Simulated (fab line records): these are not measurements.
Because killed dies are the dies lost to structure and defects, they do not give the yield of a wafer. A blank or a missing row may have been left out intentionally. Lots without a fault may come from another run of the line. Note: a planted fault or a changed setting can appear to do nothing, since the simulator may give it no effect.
Chamber matching | flow nand harc | NHARC_P_M1_DEP_33 on pecvd-01: 3 sister chambers
The step deposits SiCN, target thk 30 nm. 6 wafers are shown with their chamber, then 10 later ones without.

## EACH WAFER AND ITS CHAMBER
wafer  | chamber | heater power w (W) | rf fwd power W (W)
L085.2 | 0       | 732                | 445.9
L087.2 | 1       | 487                | 447.7
L087.5 | 0       | 762                | 447.2
L087.6 | 2       | 546                | 448.4
L089.1 | 1       | 506                | 447.9
L089.3 | 2       | 523                | 450.7

## WAFERS WITHOUT THEIR CHAMBER
wafer  | heater power w (W) | rf fwd power W (W)
L089.5 | 511                | 448.8
L088.1 | 536                | 448.7
L088.2 | 655                | 449.6
L088.3 | 556                | 447.3
L090.3 | 565                | 448.9
L090.4 | 553                | 447.1
L090.6 | 739                | 452.0
L097.1 | 560                | 448.0
L097.5 | 584                | 448.5
L097.6 | 766                | 447.3

## CHAMBER TAKEN BY EACH
wafer  | from the rows above     | in truth
L089.5 | can't be placed: 1 or 2 | 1
L088.1 | can't be placed: 2 or 1 | 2
L088.2 | can't be placed: 0 or 2 | 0
L088.3 | can't be placed: 2 or 1 | 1
L090.3 | 2                       | 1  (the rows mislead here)
L090.4 | can't be placed: 2 or 1 | 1
L090.6 | 0                       | 0
L097.1 | can't be placed: 2 or 1 | 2
L097.5 | 2                       | 2
L097.6 | 0                       | 0
Correct placement for 3 of the 10. These rows do not allow placing 6 (true chamber among the candidates in 6). Placed wrongly: 1.
How it was worked out, from the rows above alone: a wafer's distance from a chamber is the root of the sum, over the readings, of the square of ((its reading less the chamber's mean) divided by the reading's scatter). If the next closest chamber is less than 2 further off than the closest, the wafer can't be placed; otherwise it belongs to the closest. The mean given for a chamber averages the wafers shown for that chamber. The scatter is the square root of a quotient: the sum, over the shown wafers, of each reading's squared deviation from its chamber's mean, divided by wafers minus chambers.
